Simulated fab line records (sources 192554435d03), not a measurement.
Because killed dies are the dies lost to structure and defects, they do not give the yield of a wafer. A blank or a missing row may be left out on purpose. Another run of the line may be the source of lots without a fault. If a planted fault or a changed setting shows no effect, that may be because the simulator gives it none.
Split-lot study :: flow n5-finfet :: 21 wafers read from 7 lots, route of 1938 steps

THE SPLIT
At N5_MOL_CONTACT_COAG_COAT_75 (time 60 s, resist thk 60 nm), the setting spin-rpm was moved away from the recipe's 1500 rpm on 7 of the 21 wafers read, by -6.3% to +7.7%. This setting was run at the recipe's value on the other wafers.

FROM THE SPLIT TO THE READING: what the file shows between them, 9 steps
- N5_MOL_CONTACT_COAG_COAT_76: time 60 s, resist thk 10 nm
- N5_MOL_CONTACT_COAG_COAT_77: time 60 s, resist thk 10 nm
- N5_MOL_CONTACT_COAG_ALD_131: deposits SiO2, target thk 5 nm, pulse time 1 s, co reactant pulse time 1 s
- N5_MOL_CONTACT_COAG_ETCHBACK_132: etches SiO2 in CHF3, target depth 10 nm, time 6.7 s
- N5_MOL_CONTACT_COAG_ETCH_91: etches SOC in N2/H2, target depth 60 nm, overetch 21 nm, time 101.2 s
- N5_MOL_CONTACT_COAG_STRIP_92: strips in N2/H2
- N5_MOL_CONTACT_COAG_STRIP_93: strips in N2/H2
- N5_MOL_CONTACT_COAG_ETCHBACK_135: etches SiO2 in CHF3, target depth 25 nm, time 16.7 s
- N5_MOL_CONTACT_COAG_STRIP_118: strips in CHF3

THE READING
SOC_of_MOL_CONTACT_COAG_COAT_75.thk-nm (the simulator's own value, which no gauge read), in nm, at N5_MOL_CONTACT_COAG_VIA_ETCH_46 (etches SiO2 in C4F6/O2, target depth 46 nm, overetch 9.2 nm, time 40 s). The file does not state a usual value for it. Across the 14 wafers here that went through the recipe, the average is 50.9 nm and the standard deviation 0.29 nm.

wafer: L074.2
tool, chamber at the split: litho-track-05, 0
spin-rpm as run, rpm: 1615
against the recipe: +7.7%
SOC_of_MOL_CONTACT_COAG_COAT_75.thk-nm, nm: 48.8
against lot-mates on the recipe: -1.8

wafer: L074.3
tool, chamber at the split: litho-track-05, 0
spin-rpm as run, rpm: 1615
against the recipe: +7.7%
SOC_of_MOL_CONTACT_COAG_COAT_75.thk-nm, nm: 48.4
against lot-mates on the recipe: -2.2

wafer: L074.5
tool, chamber at the split: litho-track-05, 0
spin-rpm as run, rpm: 1500
against the recipe: recipe
SOC_of_MOL_CONTACT_COAG_COAT_75.thk-nm, nm: 50.6
against lot-mates on the recipe: -

wafer: L076.1
tool, chamber at the split: litho-track-02, 0
spin-rpm as run, rpm: 1500
against the recipe: recipe
SOC_of_MOL_CONTACT_COAG_COAT_75.thk-nm, nm: 50.6
against lot-mates on the recipe: -

wafer: L076.4
tool, chamber at the split: litho-track-02, 0
spin-rpm as run, rpm: 1500
against the recipe: recipe
SOC_of_MOL_CONTACT_COAG_COAT_75.thk-nm, nm: 51.2
against lot-mates on the recipe: -

wafer: L076.6
tool, chamber at the split: litho-track-02, 0
spin-rpm as run, rpm: 1500
against the recipe: recipe
SOC_of_MOL_CONTACT_COAG_COAT_75.thk-nm, nm: 50.8
against lot-mates on the recipe: -

wafer: L077.1
tool, chamber at the split: litho-track-02, 0
spin-rpm as run, rpm: 1549
against the recipe: +3.3%
SOC_of_MOL_CONTACT_COAG_COAT_75.thk-nm, nm: 49.8
against lot-mates on the recipe: -1.4

wafer: L077.3
tool, chamber at the split: litho-track-02, 0
spin-rpm as run, rpm: 1549
against the recipe: +3.3%
SOC_of_MOL_CONTACT_COAG_COAT_75.thk-nm, nm: 50
against lot-mates on the recipe: -1.2

wafer: L077.5
tool, chamber at the split: litho-track-02, 0
spin-rpm as run, rpm: 1500
against the recipe: recipe
SOC_of_MOL_CONTACT_COAG_COAT_75.thk-nm, nm: 51.2
against lot-mates on the recipe: -

wafer: L082.2
tool, chamber at the split: litho-track-05, 0
spin-rpm as run, rpm: 1500
against the recipe: recipe
SOC_of_MOL_CONTACT_COAG_COAT_75.thk-nm, nm: 50.8
against lot-mates on the recipe: -

wafer: L082.3
tool, chamber at the split: litho-track-05, 0
spin-rpm as run, rpm: 1500
against the recipe: recipe
SOC_of_MOL_CONTACT_COAG_COAT_75.thk-nm, nm: 51.4
against lot-mates on the recipe: -

wafer: L082.6
tool, chamber at the split: litho-track-05, 0
spin-rpm as run, rpm: 1500
against the recipe: recipe
SOC_of_MOL_CONTACT_COAG_COAT_75.thk-nm, nm: 51.2
against lot-mates on the recipe: -

wafer: L086.1
tool, chamber at the split: litho-track-04, 0
spin-rpm as run, rpm: 1500
against the recipe: recipe
SOC_of_MOL_CONTACT_COAG_COAT_75.thk-nm, nm: 50.8
against lot-mates on the recipe: -

wafer: L086.2
tool, chamber at the split: litho-track-04, 0
spin-rpm as run, rpm: 1500
against the recipe: recipe
SOC_of_MOL_CONTACT_COAG_COAT_75.thk-nm, nm: 50.8
against lot-mates on the recipe: -

wafer: L086.5
tool, chamber at the split: litho-track-04, 0
spin-rpm as run, rpm: 1414
against the recipe: -5.7%
SOC_of_MOL_CONTACT_COAG_COAT_75.thk-nm, nm: 52.4
against lot-mates on the recipe: +1.6

wafer: L091.1
tool, chamber at the split: litho-track-02, 0
spin-rpm as run, rpm: 1500
against the recipe: recipe
SOC_of_MOL_CONTACT_COAG_COAT_75.thk-nm, nm: 50.8
against lot-mates on the recipe: -

wafer: L091.2
tool, chamber at the split: litho-track-02, 0
spin-rpm as run, rpm: 1500
against the recipe: recipe
SOC_of_MOL_CONTACT_COAG_COAT_75.thk-nm, nm: 51.2
against lot-mates on the recipe: -

wafer: L091.6
tool, chamber at the split: litho-track-02, 0
spin-rpm as run, rpm: 1500
against the recipe: recipe
SOC_of_MOL_CONTACT_COAG_COAT_75.thk-nm, nm: 51.2
against lot-mates on the recipe: -

wafer: L097.1
tool, chamber at the split: litho-track-02, 0
spin-rpm as run, rpm: 1500
against the recipe: recipe
SOC_of_MOL_CONTACT_COAG_COAT_75.thk-nm, nm: 50.4
against lot-mates on the recipe: -

wafer: L097.4
tool, chamber at the split: litho-track-02, 0
spin-rpm as run, rpm: 1406
against the recipe: -6.3%
SOC_of_MOL_CONTACT_COAG_COAT_75.thk-nm, nm: 52.8
against lot-mates on the recipe: +2.4

wafer: L097.5
tool, chamber at the split: litho-track-02, 0
spin-rpm as run, rpm: 1406
against the recipe: -6.3%
SOC_of_MOL_CONTACT_COAG_COAT_75.thk-nm, nm: 52.4
against lot-mates on the recipe: +2.0

FIT RESULTS
A straight line over all 21 wafers: SOC_of_MOL_CONTACT_COAG_COAT_75.thk-nm changes by -0.286 nm for each +1% of spin-rpm; r = -0.97; the points scatter about the line by 0.27 nm.
The same after taking each lot's own level away (the mean of its wafers on the recipe; 21 wafers): -0.304 nm for each +1%; r = -0.97; scatter 0.26 nm.
According to that fit, moving spin-rpm by its largest amount changes the reading by 2.3 nm.
The lots' own levels span 50.40 to 51.20 nm, that is 2.8 times the standard deviation above.
So the lot-to-lot level changes the slope little: the two slopes agree.
Check: with one of the wafers moved furthest among these (+7.7%) left out of the fit, the line predicts -2.49 nm for it against its lot-mates. Against them it came out at -1.8 nm.

OTHER SPLITS APPLIED TO THESE WAFERS
Other splits were also applied to these wafers ahead of the reading. Each is held against what the fit with the lots' levels taken away leaves over:
other split on the same wafers: N5_HKMG_FIN_ETCH_54 source-w
wafers away from the commonest value: 7
r with SOC_of_MOL_CONTACT_COAG_COAT_75.thk-nm (lot level and that fit taken away): +0.06

other split on the same wafers: N5_HKMG_FIN_PEB_10 peb-time-s
wafers away from the commonest value: 6
r with SOC_of_MOL_CONTACT_COAG_COAT_75.thk-nm (lot level and that fit taken away): -0.02

other split on the same wafers: N5_HKMG_FIN_DEVELOP_11 develop-time-s
wafers away from the commonest value: 6
r with SOC_of_MOL_CONTACT_COAG_COAT_75.thk-nm (lot level and that fit taken away): +0.26

THE WHOLE CHAIN: every reading that the file lists as answering this split, in the file's order
step: N5_MOL_CONTACT_COAG_COAT_75
what it does: time 60 s, resist thk 60 nm
reading: SOC_of_MOL_CONTACT_COAG_COAT_75.thk-nm (the simulator's own value, which no gauge read)
change (the file's fit): -0.315 nm for each +1% of the setting
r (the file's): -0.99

step: N5_MOL_CONTACT_COAG_ETCH_91
what it does: etches SOC in N2/H2, target depth 60 nm, overetch 21 nm, time 101.2 s
reading: etch.depth-nm (the simulator's own value, which no gauge read)
change (the file's fit): -0.305 nm for each +1% of the setting
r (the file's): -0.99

step: N5_MOL_CONTACT_COAG_ETCHBACK_135
what it does: etches SiO2 in CHF3, target depth 25 nm, time 16.7 s
reading: SOC_of_MOL_CONTACT_COAG_COAT_75.thk-nm (the simulator's own value, which no gauge read)
change (the file's fit): -0.309 nm for each +1% of the setting
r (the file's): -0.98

step: N5_MOL_CONTACT_COAG_VIA_ETCH_46
what it does: etches SiO2 in C4F6/O2, target depth 46 nm, overetch 9.2 nm, time 40 s
reading: SOC_of_MOL_CONTACT_COAG_COAT_75.thk-nm (the simulator's own value, which no gauge read)
change (the file's fit): -0.3 nm for each +1% of the setting
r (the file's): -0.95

THE FILE'S OWN FIT
SOC_of_MOL_CONTACT_COAG_COAT_75.thk-nm changes by -0.3 nm for each +1% of spin-rpm, r = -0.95.
